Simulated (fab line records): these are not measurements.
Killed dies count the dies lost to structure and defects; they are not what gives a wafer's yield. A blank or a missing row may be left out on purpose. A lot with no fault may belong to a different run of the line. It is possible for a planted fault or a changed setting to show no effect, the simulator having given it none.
The tool behind it: which one? -- flow nand_harc -- 7 lots, 20 wafers sampled, at 4 steps of a route of 1159

WHAT EACH GAUGE READ, for each wafer
NHARC_A_ONON_D1_THK_MEAS_18: measures by ellipsometry.
lot,measured,on,thk_nm (nm)
L137,day 8 16:02,film_metro-01,989 990 992
L138,day 8 23:50,film_metro-01,983 984 985
L141,day 9 10:51,film_metro-02,995 994 996
L143,day 10 00:44,film_metro-01,981 981 981
L150,day 11 18:03,film_metro-01,989 444
L156,day 13 00:40,film_metro-01,993 992 993
L158,day 13 19:25,film_metro-02,997 997 996

TOOL THAT RAN EACH LOT (tool first, then ch and the chambers of the sampled wafers, then the start)
lot,NHARC_P_BONDPAD_ETCH_37,NHARC_P_BONDPAD_PVD_17,NHARC_A_ONON_D1_DEP_16
L137,"rie_diel-09 ch 2,3, day 6 21:52","pvd_sputter-01, day 8 04:43 or earlier","pecvd_onon-04 ch 0, day 8 15:38"
L138,"rie_diel-09 ch 0,2,3, day 7 10:49","pvd_sputter-02, day 8 14:49 or earlier","pecvd_onon-04 ch 0, day 8 23:23"
L141,"rie_diel-09 ch 0,3, day 7 21:50","pvd_sputter-02, day 9 01:53 or earlier","pecvd_onon-02 ch 0, day 9 10:27"
L143,"rie_diel-02 ch 1,3, day 8 13:04","pvd_sputter-03, day 9 17:01 or earlier","pecvd_onon-02 ch 0, day 10 00:17"
L150,"rie_diel-08 ch 2,3, day 10 04:34","pvd_sputter-03, day 11 09:49 or earlier","pecvd_onon-02 ch 0, day 11 17:43"
L156,"rie_diel-09 ch 0,1,2, day 11 09:07","pvd_sputter-02, day 12 16:11 or earlier","pecvd_onon-04 ch 0, day 13 00:10"
L158,"rie_diel-09 ch 0,3, day 12 06:20","pvd_sputter-02, day 13 11:05 or earlier","pecvd_onon-04 ch 0, day 13 18:54"
- NHARC_P_BONDPAD_ETCH_37: etches the open film in N2/H2, target depth 60 nm, overetch 18 nm, time 65.91 s.
- NHARC_P_BONDPAD_PVD_17: deposits TaN, target thk 5 nm, time 8.06 s.
- NHARC_A_ONON_D1_DEP_16: target thk 1000 nm.

THE ANSWER, worked out from the rows above alone
Rule: the lots themselves supply what counts as usual. Put in order of their means at a reading, lots are off if they are a third of the lots or fewer, leave a main group of 4 or more, and stand apart from it by a gap of 3 or more times the standard deviation of the main group's means; of several such gaps the widest counts. The tables above print the reading to a certain number of digits; a main group whose means all agree to those digits is not used. Also off: a lot with no number at a reading for which 4 or more lots have one. Where the step has rows for the other lots, those lots are counted as sound.
Off: L150, at NHARC_A_ONON_D1_THK_MEAS_18 (thk_nm). The main group has a mean of 990 nm with a standard deviation of 5.7.
If a tool, at a process step before that reading, ran all the lots that are off and no sound lot after the first of them, it fits. Those tools and the gauges at NHARC_A_ONON_D1_THK_MEAS_18 are tried in the same way. Because NHARC_P_BONDPAD_PVD_17 lacks a start for some lots, the hours and order of its lots are taken from NHARC_A_ONON_D1_THK_MEAS_11. Can't be told from this: 3 tools fit, rie_diel-08 at NHARC_P_BONDPAD_ETCH_37, pvd_sputter-03 at NHARC_P_BONDPAD_PVD_17, pecvd_onon-02 at NHARC_A_ONON_D1_DEP_16.

WHAT THE SIMULATOR PUT IN
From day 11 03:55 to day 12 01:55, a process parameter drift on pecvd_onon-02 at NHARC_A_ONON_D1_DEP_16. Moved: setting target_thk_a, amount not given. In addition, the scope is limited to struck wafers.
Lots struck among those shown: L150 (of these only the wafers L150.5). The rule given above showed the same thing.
